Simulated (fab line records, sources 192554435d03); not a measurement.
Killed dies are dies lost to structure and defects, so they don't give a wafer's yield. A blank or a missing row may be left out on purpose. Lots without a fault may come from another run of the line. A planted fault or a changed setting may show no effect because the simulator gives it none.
fab line records | flow n5_finfet
record lots=11 wafers=32 last_day=17
route steps=1938 shown WELL_APT@44 PMOS_HMC_CHANNEL_EPI@62 BEOL_M4@1111
lots that met no fault: from a run of the same line without faults
start_h: hours from the record's first day to the start of the lot's first wafer shown | wait_h: hours since the lot's step before | " the same as in the row above | L1.1+2: a row that stands for several wafers | - no value, or no start given | * or withheld: withheld | < > ~ a bound
route shown NAME@n: a module of which the file shows steps, and the number in the route of the first | usual: mean/standard deviation of fault-free wafers | same: alike in all rows | chamber/n: place in a boat | sites: the reading at each site | _std_site: their standard deviation | _edge_site: outer sites' mean less inner sites' | radius_mm: how far each site lies from the wafer's centre | mask NAME#n: copy n | behind: the tool/chamber that last shaped the wafer | hold: why the lot was held/for how many hours/how that ended | device: the transistor (n, p or np) that didn't switch | end of line: the same wafers' tests at the end of the route | a step without rows: its recipe alone | killed: dies lost to structure and defects at the first sort, not the wafer's yield | map: a wafer's dies, x killed, . not, _ none there
set.NAME: the setting as run; set.NAME@STEP: as run at that earlier step | model.NAME: the simulator's own value behind a step, which no gauge read
steps of the route over a sample of lots; a table a step, a row a wafer
services: from which hour (start_h, from the record's first day; less than 0 if before it) a tool's chamber was out of use, for how many hours, and why
## steps
# step N5_WELL_APT_OVL_MEAS_26
# recipe points_per_wafer=44
# usual PWELL_OVL=3/6.4
# columns lot.wafer tool chamber start_h wait_h PWELL_OVL[nm]
L941.1 overlay-02 0 15.81 0.0 -4
L941.4 " 0 " " -12
L941.5 " 0 " " 8
L943.2 overlay-01 0 27.12 0.0 7
L943.3 " 0 " " 3
L943.5 " 0 " " 7
L944.2 overlay-01 0 33.16 0.0 13
L944.3 " 0 " " 3
L944.5 " 0 " " -4
L946.1 overlay-02 0 45.52 0.0 1
L946.2 " 0 " " 6
L946.5 " 0 " " 6
L947.2 overlay-01 0 51.11 0.0 8
L947.3 " 0 " " 8
L947.5 " 0 " " 1
L949.1 overlay-02 0 63.22 0.0 15
L949.2 " 0 " " 21
L949.3 " 0 " " 18
L952.4 overlay-01 0 80.77 0.0 2
L952.6 " 0 " " 0
L954.2 overlay-02 0 93.35 0.0 7
L954.3 " 0 " " -5
L954.6 " 0 " " 7
L960.1 overlay-02 0 128.85 0.0 5
L960.2 " 0 " " 8
L960.6 " 0 " " 3
L962.1 overlay-02 0 140.99 0.0 -11
L962.3 " 0 " " -2
L962.5 " 0 " " 0
L963.1 overlay-02 0 147.03 0.0 6
L963.2 " 0 " " -6
L963.5 " 0 " " 4
# step N5_WELL_APT_INSPECT_27
# recipe mode=adi inspect_instrument=macro
# usual raw_defect_count=2.0/1.3
# columns lot.wafer tool chamber start_h wait_h raw_defect_count
L941.1 defect_inspect-02 - 15.84 0.0 1
L941.4 " - " " 0
L941.5 " - " " 2
L943.2 defect_inspect-02 - 27.15 0.0 0
L943.3 " - " " 1
L943.5 " - " " 0
L944.2 defect_inspect-02 - 33.19 0.0 2
L944.3 " - " " 3
L944.5 " - " " 3
L946.1 defect_inspect-02 - 45.55 0.0 1
L946.2 " - " " 1
L946.5 " - " " 3
L947.2 defect_inspect-02 - 51.13 0.0 1
L947.3 " - " " 1
L947.5 " - " " 0
L949.1 defect_inspect-02 - 63.25 0.0 2
L949.2 " - " " 3
L949.3 " - " " 1
L952.4 defect_inspect-02 - 80.80 0.0 1
L952.6 " - " " 2
L954.2 defect_inspect-02 - 93.38 0.0 3
L954.3 " - " " 3
L954.6 " - " " 2
L960.1 defect_inspect-01 - 128.88 0.0 2
L960.2 " - " " 2
L960.6 " - " " 3
L962.1 defect_inspect-02 - 141.01 0.0 2
L962.3 " - " " 3
L962.5 " - " " 2
L963.1 defect_inspect-02 - 147.06 0.0 3
L963.2 " - " " 5
L963.5 " - " " 2
# step N5_WELL_APT_EPI_41
# recipe material=Si target_thk_a=500 temp_c=650 precursor=SiH4/H2 pressure_torr=20 time_s=297.7
# usual throttle_valve_pct=11.3/0.35
# columns lot.wafer tool chamber start_h wait_h throttle_valve_pct
L941.1 epi_rpcvd-02 0 16.89 0.0 11.7
L941.4 " 0 " " 11.9
L941.5 " 0 " " 12.0
L943.2 epi_rpcvd-03 0 28.31 0.1 11.3
L943.3 " 0 " " 11.6
L943.5 " 0 " " 11.6
L944.2 epi_rpcvd-01 0 34.85 0.2 11.0
L944.3 " 0 " " 11.3
L944.5 " 0 " " 11.2
L946.1 epi_rpcvd-01 0 46.74 0.0 11.2
L946.2 " 0 " " 10.9
L946.5 " 0 " " 11.2
L947.2 epi_rpcvd-03 0 52.56 0.1 11.6
L947.3 " 0 " " 11.6
L947.5 " 0 " " 11.4
L949.1 epi_rpcvd-03 0 64.31 0.0 11.6
L949.2 " 0 " " 11.4
L949.3 " 0 " " 11.4
L952.4 epi_rpcvd-02 0 82.27 0.3 11.8
L952.6 " 0 " " 11.6
L954.2 epi_rpcvd-03 0 94.53 0.1 11.4
L954.3 " 0 " " 11.2
L954.6 " 0 " " 11.3
L960.1 epi_rpcvd-02 0 130.04 0.0 11.9
L960.2 " 0 " " 12.1
L960.6 " 0 " " 11.7
L962.1 epi_rpcvd-01 0 142.08 0.0 10.9
L962.3 " 0 " " 10.9
L962.5 " 0 " " 11.2
L963.1 epi_rpcvd-01 0 148.10 0.0 10.9
L963.2 " 0 " " 11.2
L963.5 " 0 " " 11.2
# step N5_PMOS_HMC_CHANNEL_EPI_EXPOSE_06
# recipe mask_id=PMOS_HMC_BLK na=1.35 source_shape=conventional sigma_outer=0.8 polarization=unpolarized target_cd_nm=240 dose_mj=41
# columns lot.wafer tool chamber start_h wait_h mask
L941.1+4+5 arfi_scanner-03 0 17.76 - PMOS_HMC_BLK#0
L943.2+3+5 arfi_scanner-01 0 29.17 - PMOS_HMC_BLK#0
L944.2+3+5 arfi_scanner-03 0 35.91 - PMOS_HMC_BLK#0
L946.1+2+5 arfi_scanner-01 0 47.77 - PMOS_HMC_BLK#0
L947.2+3+5 arfi_scanner-01 0 53.45 - PMOS_HMC_BLK#0
L949.1+2+3 arfi_scanner-01 0 65.48 - PMOS_HMC_BLK#0
L952.4+6 arfi_scanner-01 0 82.94 - PMOS_HMC_BLK#0
L954.2+3+6 arfi_scanner-01 0 95.39 - PMOS_HMC_BLK#0
L960.1+2+6 arfi_scanner-01 0 131.00 - PMOS_HMC_BLK#0
L962.1+3+5 arfi_scanner-03 0 143.23 - PMOS_HMC_BLK#0
L963.1+2+5 arfi_scanner-02 0 149.05 - PMOS_HMC_BLK#0
# step N5_PMOS_HMC_CHANNEL_EPI_OVL_MEAS_10
# recipe points_per_wafer=44
# usual PMOS_HMC_BLK_OVL=0.1/0.7
# columns lot.wafer tool chamber start_h wait_h PMOS_HMC_BLK_OVL[nm]
L941.1 overlay-02 0 17.92 0.0 -0.2
L941.4 " 0 " " 0.9
L941.5 " 0 " " -0.4
L943.2 overlay-01 0 29.31 0.0 1.0
L943.3 " 0 " " 0.5
L943.5 " 0 " " 0.1
L944.2 overlay-02 0 36.05 0.0 0.1
L944.3 " 0 " " -0.8
L944.5 " 0 " " 0.1
L946.1 overlay-01 0 47.92 0.0 -0.2
L946.2 " 0 " " 0.8
L946.5 " 0 " " -1.1
L947.2 overlay-02 0 53.60 0.0 0.3
L947.3 " 0 " " -0.3
L947.5 " 0 " " -0.8
L949.1 overlay-02 0 65.63 0.0 -0.8
L949.2 " 0 " " -1.8
L949.3 " 0 " " -0.9
L952.4 overlay-02 0 83.08 0.0 -0.5
L952.6 " 0 " " -0.6
L954.2 overlay-02 0 95.54 0.0 82.5
L954.3 " 0 " " 85.7
L954.6 " 0 " " 82.9
L960.1 overlay-01 0 131.15 0.0 80.3
L960.2 " 0 " " 80.0
L960.6 " 0 " " 79.7
L962.1 overlay-01 0 143.39 0.0 0.5
L962.3 " 0 " " 1.1
L962.5 " 0 " " 0.6
L963.1 overlay-01 0 149.21 0.0 0.8
L963.2 " 0 " " 1.1
L963.5 " 0 " " 1.8
# step N5_BEOL_M4_RC_MEAS_101
# usual DIBL_N=37.1/2.4 DIBL_P=37/3 IOFF_N=0.18/0.053 IOFF_P=0.21/0.05 ION_N=674/14 ION_P=459/9.2 SS_N=72.1/0.9 SS_P=73.4/0.89 VT_N=250/3.8 VT_P=-251/3.7
# columns lot.wafer tool chamber start_h wait_h DIBL_N[mV/V] DIBL_P[mV/V] IOFF_N[nA/um] IOFF_P[nA/um] ION_N[uA/um] ION_P[uA/um] SS_N[mV/dec] SS_P[mV/dec] VT_N[mV] VT_P[mV]
L941.1 prober-02 0 179.75 0.0 39.7 42 0.23 0.30 684 470 72.4 74.6 245 -248
L941.4 " 0 " " 38.3 39 0.19 0.22 667 455 71.9 73.9 249 -253
L941.5 " 0 " " 39.1 41 0.21 0.27 673 467 72.2 74.2 245 -248
L943.2 prober-02 0 200.38 0.2 35.7 35 0.16 0.22 671 464 71.8 72.9 249 -249
L943.3 " 0 " " 37.7 36 0.19 0.22 677 461 72.6 73.0 251 -249
L943.5 " 0 " " 34.8 34 0.14 0.18 656 455 71.9 72.3 253 -249
L946.1 prober-02 0 205.69 0.0 40.3 37 0.26 0.19 659 447 74.5 73.1 250 -253
L946.2 " 0 " " 35.2 35 0.13 0.16 654 445 70.6 73.0 253 -254
L946.5 " 0 " " 36.3 36 0.14 0.17 655 441 71.5 72.5 252 -254
L944.2 prober-01 0 205.80 0.2 37.7 39 0.20 0.25 688 467 71.6 73.7 248 -248
L944.3 " 0 " " 36.7 37 0.19 0.23 681 464 72.0 72.7 245 -248
L944.5 " 0 " " 37.9 38 0.20 0.23 664 453 73.0 73.8 247 -248
L947.2 prober-01 0 210.38 0.2 37.7 40 0.19 0.22 671 459 72.5 74.4 250 -251
L947.3 " 0 " " 34.9 36 0.13 0.18 657 450 71.4 73.3 253 -253
L947.5 " 0 " " 36.0 36 0.16 0.18 679 457 72.1 72.9 250 -254
L949.1 prober-01 0 232.04 0.0 33.4 31 0.11 0.15 663 456 70.8 72.4 256 -254
L949.2 " 0 " " 39.3 38 0.22 0.24 685 465 72.2 73.3 247 -249
L949.3 " 0 " " 36.0 34 0.14 0.18 661 443 71.0 72.4 254 -253
L952.4 prober-01 0 234.68 0.5 35.6 36 0.17 0.20 678 462 72.4 73.2 250 -251
L952.6 " 0 " " 37.2 38 0.22 0.23 698 465 71.5 74.4 244 -250
L954.2 prober-01 0 257.38 0.2 36.5 37 0.16 0.22 682 466 73.1 73.8 251 -248
L954.3 " 0 " " 35.9 36 0.17 0.22 676 465 71.8 73.9 247 -249
L954.6 " 0 " " 35.7 37 0.17 0.23 678 473 71.9 73.6 250 -249
L960.1 prober-02 0 285.31 0.0 38.0 39 0.19 0.21 677 452 71.4 74.0 248 -249
L960.2 " 0 " " 42.6 45 0.30 0.31 698 471 73.4 75.3 245 -246
L960.6 " 0 " " 43.0 45 0.30 0.32 693 462 73.8 75.1 244 -247
L962.1 prober-02 0 309.30 0.0 32.5 33 0.12 0.14 665 453 71.2 72.1 252 -255
L962.3 " 0 " " 36.1 37 0.17 0.18 690 459 71.7 72.8 249 -255
L962.5 " 0 " " 37.3 39 0.21 0.22 697 464 72.5 74.6 244 -252
L963.1 prober-01 0 309.62 0.0 36.6 37 0.17 0.18 682 459 72.2 72.7 251 -256
L963.2 " 0 " " 34.7 35 0.14 0.16 665 446 71.2 73.3 251 -255
L963.5 " 0 " " 34.5 35 0.14 0.16 670 458 70.7 73.3 252 -258
## services
# columns tool chamber start_h hours kind
arfi_scanner-02 - 2.72 36.0 pm
arfi_scanner-01 - 8.94 1.0 pm
arfi_scanner-01 - 9.94 1.3 pm
arfi_scanner-03 - 25.57 1.0 pm
arfi_scanner-01 - 36.97 0.8 pm
arfi_scanner-02 - 38.72 1.3 pm
arfi_scanner-02 - 41.46 0.6 repair
arfi_scanner-01 0 51.79 - calibration
arfi_scanner-03 - 61.59 1.3 pm
arfi_scanner-03 - 68.44 1.0 pm
arfi_scanner-03 - 77.18 6.0 pm
arfi_scanner-01 - 84.36 1.0 pm
arfi_scanner-02 - 94.33 11.1 repair
epi_rpcvd-01 - 120.53 2.8 pm
arfi_scanner-02 - 121.92 0.8 pm
arfi_scanner-03 - 123.99 0.8 pm
arfi_scanner-03 - 128.33 4.9 pm
arfi_scanner-03 - 133.34 2.0 repair
arfi_scanner-01 - 134.69 1.3 pm
arfi_scanner-01 - 141.37 1.9 repair
## key
first_sign step=N5_PMOS_HMC_CHANNEL_EPI_OVL_MEAS_10 reading=PMOS_HMC_BLK_OVL direction=up sigmas=99+ usual=0.1 struck=81.8
effect none on later readings
met_at N5_PMOS_HMC_CHANNEL_EPI_EXPOSE_06
struck_lots L954,L960
baseline_loss step=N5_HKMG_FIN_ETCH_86 wafers=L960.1
not_acting_at N5_WELL_APT_OVL_MEAS_26,N5_WELL_APT_INSPECT_27,N5_WELL_APT_EPI_41
onset_between 82.94 95.39
fault kind=scanner_matching_overlay tool=arfi_scanner-01 chamber=- onset_h=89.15 steps=N5_PMOS_HMC_CHANNEL_EPI_EXPOSE_06 offset=70.807
# baseline_loss: these wafers lose ten dies or more at that step, a loss of the line's own and not of a fault; the sort's usual values leave them out
